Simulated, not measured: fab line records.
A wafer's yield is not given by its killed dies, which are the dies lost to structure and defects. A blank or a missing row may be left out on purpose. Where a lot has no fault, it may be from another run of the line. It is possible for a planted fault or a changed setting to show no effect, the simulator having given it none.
Which tool is to blame? -- flow nandHarc -- 14 lots, 42 wafers sampled, at 3 steps of a route of 1302

WHAT THE GAUGES READ, wafer by wafer
NHARC_A_M0_THK_MEAS_24: measures by xrf.
lot,measured,on,thkNm (nm)
L124,day 23 09:03,filmMetro-02,110.0 110.0 116.5
L127,day 24 01:18,filmMetro-02,115.2 114.7 113.6
L130,day 25 12:28,filmMetro-01,115.1 113.1 114.5
L131,day 25 16:11,filmMetro-02,114.3 114.4 111.7
L132,day 27 01:00,filmMetro-02,114.1 112.0 112.6
L139,day 28 21:14,filmMetro-02,111.6 113.5 111.6
L138,day 29 01:52,filmMetro-01,111.5 111.7 113.3
L142,day 30 09:25,filmMetro-01,113.0 111.5 113.3
L141,day 30 17:54,filmMetro-01,110.8 112.9 115.8
L145,day 31 02:43,filmMetro-01,114.8 112.5 112.7
L143,day 31 08:41,filmMetro-01,115.2 115.0 111.5
L144,day 31 09:24,filmMetro-01,112.9 109.0 112.2
L146,day 32 08:49,filmMetro-02,110.8 111.5 112.0
L147,day 32 23:13,filmMetro-02,112.7 111.5 113.8

WHICH TOOL RAN EACH LOT (tool, then ch and the chambers of the sampled wafers, then the start)
lot,NHARC_A_M0_ETCH_15,NHARC_A_M0_CMP_23
L124,"rieDiel-11 ch 0,3, day 23 08:46 or earlier","cmp-01 ch 1,2, day 23 08:46"
L127,"rieDiel-11 ch 1,2,3, day 24 01:02 or earlier","cmp-04 ch 0,1,3, day 24 01:02"
L130,"rieDiel-10 ch 0,3, day 25 12:08 or earlier","cmp-04 ch 2,3, day 25 12:08"
L131,"rieDiel-11 ch 0,2,3, day 25 15:52 or earlier","cmp-01 ch 1,2,3, day 25 15:52"
L132,"rieDiel-11 ch 1,2,3, day 27 00:41 or earlier","cmp-01 ch 0,1,2, day 27 00:41"
L139,"rieDiel-12 ch 0,1,2, day 28 20:57 or earlier","cmp-04 ch 1,2, day 28 20:57"
L138,"rieDiel-10 ch 0,1,3, day 29 01:35 or earlier","cmp-03 ch 0,2, day 29 01:35"
L142,"rieDiel-11 ch 0,2,3, day 30 09:07 or earlier","cmp-04 ch 1,2,3, day 30 09:07"
L141,"rieDiel-10 ch 1,2, day 30 17:35 or earlier","cmp-01 ch 0,2,3, day 30 17:35"
L145,"rieDiel-11 ch 0,2,3, day 31 02:25 or earlier","cmp-03 ch 0,1, day 31 02:25"
L143,"rieDiel-11 ch 0,3, day 31 08:23 or earlier","cmp-03 ch 0,2, day 31 08:23"
L144,"rieDiel-12 ch 1,2,3, day 31 09:07 or earlier","cmp-04 ch 1,2, day 31 09:07"
L146,"rieDiel-10 ch 0,1,3, day 32 08:31 or earlier","cmp-01 ch 0,2,3, day 32 08:31"
L147,"rieDiel-10 ch 0,2,3, day 32 22:58 or earlier","cmp-01 ch 1,2,3, day 32 22:58"
- NHARC_A_M0_ETCH_15: etches the open film in C4F8/Ar, target depth 150 nm, overetch 15 nm, time 82.5 s.
- NHARC_A_M0_CMP_23: polishes, t overpolish 20 s, target thk 113.75 nm.

WHAT THE TOOLS THEMSELVES READ (means of the sampled wafers that have a number; where no wafer has one, the mark that the record gives instead)
NHARC_A_M0_ETCH_15.
lot,tool,oesProductAu (a.u.),rfFwdPowerW (W),rfVppV (V)
L124,rieDiel-11,0.930,593,441.6
L127,rieDiel-11,0.948,597,440.1
L130,rieDiel-10,0.925,595,441.8
L131,rieDiel-11,0.934,595,441.7
L132,rieDiel-11,0.975,598,439.6
L139,rieDiel-12,0.981,597,443.1
L138,rieDiel-10,0.955,595,440.7
L142,rieDiel-11,0.963,594,442.2
L141,rieDiel-10,0.924,594,440.1
L145,rieDiel-11,0.916,595,442.4
L143,rieDiel-11,0.927,593,442.1
L144,rieDiel-12,0.969,595,441.8
L146,rieDiel-10,0.921,596,440.4
L147,rieDiel-10,0.966,597,441.5

NHARC_A_M0_CMP_23.
lot,tool,motorCurrentA (A),timeToEndpointS (s)
L124,cmp-01,11.3,26.7
L127,cmp-04,11.7,28.0
L130,cmp-04,10.9,28.6
L131,cmp-01,12.5,29.6
L132,cmp-01,12.4,28.1
L139,cmp-04,12.2,24.6
L138,cmp-03,10.9,25.7
L142,cmp-04,11.5,28.2
L141,cmp-01,12.9,28.2
L145,cmp-03,10.8,28.8
L143,cmp-03,11.0,30.2
L144,cmp-04,12.0,23.7
L146,cmp-01,12.5,26.0
L147,cmp-01,12.9,25.4

THE ANSWER, worked out from the rows above alone
Rule: the lots themselves supply what counts as usual. The widest of any qualifying gaps counts: lots, ordered by their means at a reading, are off when they make up no more than a third of the lots, leave a main group of 4 or more, and stand apart from it by 3 or more times the standard deviation of that group's means. A main group is skipped when, at the precision printed for the reading in the tables above, its means are all equal. A lot without any number at a reading at which 4 lots or more have one is off too. All remaining lots with rows at the step are treated as sound. After the gauges, taken in route order, come the tools' own readings; for these a lot's mean is taken, as printed above. At the first step where some lot is off, the reading lying furthest off is the one used; lots without a number count as furthest.
Across all readings shown, no lot is off: no conclusion can be drawn from this.

WHAT HAD BEEN PUT IN BY THE SIMULATOR
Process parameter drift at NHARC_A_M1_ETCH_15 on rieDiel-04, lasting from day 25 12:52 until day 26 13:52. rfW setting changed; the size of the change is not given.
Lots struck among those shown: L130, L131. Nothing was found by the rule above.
